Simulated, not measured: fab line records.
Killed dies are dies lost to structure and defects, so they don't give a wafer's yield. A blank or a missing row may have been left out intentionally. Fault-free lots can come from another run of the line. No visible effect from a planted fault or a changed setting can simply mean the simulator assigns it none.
Matching of chambers :: flow n5-finfet :: N5_BEOL_M14_ETCH_68 on rie-diel-04 has 4 sister chambers
The step etches SOC in N2/H2, time 450 s. 8 wafers are shown with their chamber, then 8 later ones without.

WAFERS WITH THEIR CHAMBER
wafer: L077.2
chamber: 0
drypump-motor-current-A (A): 5.7
showerhead-plenum-p-Torr (Torr): 2.62

wafer: L081.2
chamber: 1
drypump-motor-current-A (A): 5.9
showerhead-plenum-p-Torr (Torr): 2.43

wafer: L082.1
chamber: 2
drypump-motor-current-A (A): 6.3
showerhead-plenum-p-Torr (Torr): 2.46

wafer: L082.5
chamber: 3
drypump-motor-current-A (A): 5.1
showerhead-plenum-p-Torr (Torr): 2.53

wafer: L086.1
chamber: 0
drypump-motor-current-A (A): 5.7
showerhead-plenum-p-Torr (Torr): 2.61

wafer: L086.2
chamber: 3
drypump-motor-current-A (A): 5.1
showerhead-plenum-p-Torr (Torr): 2.52

wafer: L086.4
chamber: 1
drypump-motor-current-A (A): 5.8
showerhead-plenum-p-Torr (Torr): 2.42

wafer: L085.3
chamber: 2
drypump-motor-current-A (A): 6.3
showerhead-plenum-p-Torr (Torr): 2.46

WAFERS WITH NO CHAMBER GIVEN
wafer: L085.4
drypump-motor-current-A (A): 5.8
showerhead-plenum-p-Torr (Torr): 2.42

wafer: L085.5
drypump-motor-current-A (A): 5.7
showerhead-plenum-p-Torr (Torr): 2.61

wafer: L092.1
drypump-motor-current-A (A): 6.3
showerhead-plenum-p-Torr (Torr): 2.45

wafer: L092.2
drypump-motor-current-A (A): 5.1
showerhead-plenum-p-Torr (Torr): 2.52

wafer: L092.5
drypump-motor-current-A (A): 6.3
showerhead-plenum-p-Torr (Torr): 2.45

wafer: L096.3
drypump-motor-current-A (A): 5.8
showerhead-plenum-p-Torr (Torr): 2.60

wafer: L096.5
drypump-motor-current-A (A): 5.8
showerhead-plenum-p-Torr (Torr): 2.60

wafer: L096.6
drypump-motor-current-A (A): 6.3
showerhead-plenum-p-Torr (Torr): 2.45

WHICH CHAMBER EACH WENT THROUGH
wafer: L085.4
from the rows above: 1
in truth: 1

wafer: L085.5
from the rows above: 0
in truth: 0

wafer: L092.1
from the rows above: 2
in truth: 2

wafer: L092.2
from the rows above: 3
in truth: 3

wafer: L092.5
from the rows above: 2
in truth: 2

wafer: L096.3
from the rows above: 0
in truth: 0

wafer: L096.5
from the rows above: 0
in truth: 0

wafer: L096.6
from the rows above: 2
in truth: 2
Correctly placed: 8 of 8. Can't be placed from these rows: 0. Wrongly placed: 0.
How it was worked out, from the rows above alone: a wafer's distance from a chamber is the root of the sum, over the readings, of the square of ((its reading less the chamber's mean) divided by the reading's scatter). The wafer belongs to the nearest chamber; if the next one is less than 2 further off, it can't be placed. Each chamber's mean is taken over the wafers shown for it. How the scatter is found: for the shown wafers, subtract from each reading the mean of its chamber, square and add these, divide the total by (wafers less chambers), then take the root.
